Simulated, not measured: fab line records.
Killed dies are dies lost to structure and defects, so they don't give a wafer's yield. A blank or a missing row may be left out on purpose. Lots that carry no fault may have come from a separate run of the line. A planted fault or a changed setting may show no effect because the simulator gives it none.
Matching of chambers -- flow n5Finfet -- N5_BEOL_M11_ALD_74 on aldMetal-01: 4 sister chambers
The step deposits TaN, target thk 2 nm, pulse time 2 s, purge time 3 s. 8 wafers are shown with their chamber, then 12 later ones without.

== EACH WAFER AND ITS CHAMBER ==
wafer,chamber,heaterPowerW (W),susceptorTempC (C)
L086.1,2,428,275.36
L086.4,3,557,275.10
L089.1,1,363,274.92
L089.2,0,380,274.54
L089.6,0,387,274.97
L087.3,2,412,274.71
L087.4,3,549,274.99
L087.6,1,370,275.26

== WAFERS WITHOUT THEIR CHAMBER ==
wafer,heaterPowerW (W),susceptorTempC (C)
L090.1,415,275.31
L090.2,387,275.06
L090.4,350,274.79
L094.1,381,274.47
L094.3,427,275.29
L094.5,364,275.21
L097.1,345,274.91
L097.2,387,274.90
L097.3,559,274.91
L097.4,414,274.97
L097.5,549,275.34
L097.6,418,275.13

== EACH ONE'S CHAMBER ==
wafer,from the rows above,in truth
L090.1,2,2
L090.2,can't be placed: 0 or 1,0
L090.4,1,1
L094.1,can't be placed: 0 or 1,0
L094.3,2,2
L094.5,1,1
L097.1,1,1
L097.2,0,0
L097.3,3,3
L097.4,2,2
L097.5,3,3
L097.6,2,2
Correct placement for 10 of the 12. Unplaceable from these rows: 2, with the true chamber sitting among the candidates in 2. Number placed wrongly: 0.
How it was worked out, from the rows above alone: a wafer's distance from a chamber is the root of the sum, over the readings, of the square of ((its reading less the chamber's mean) divided by the reading's scatter). The wafer belongs to the nearest chamber; if the next one is less than 2 further off, it can't be placed. A chamber's mean is the mean of its shown wafers. How the scatter is found: for the shown wafers, subtract from each reading the mean of its chamber, square and add these, divide the total by (wafers less chambers), then take the root.
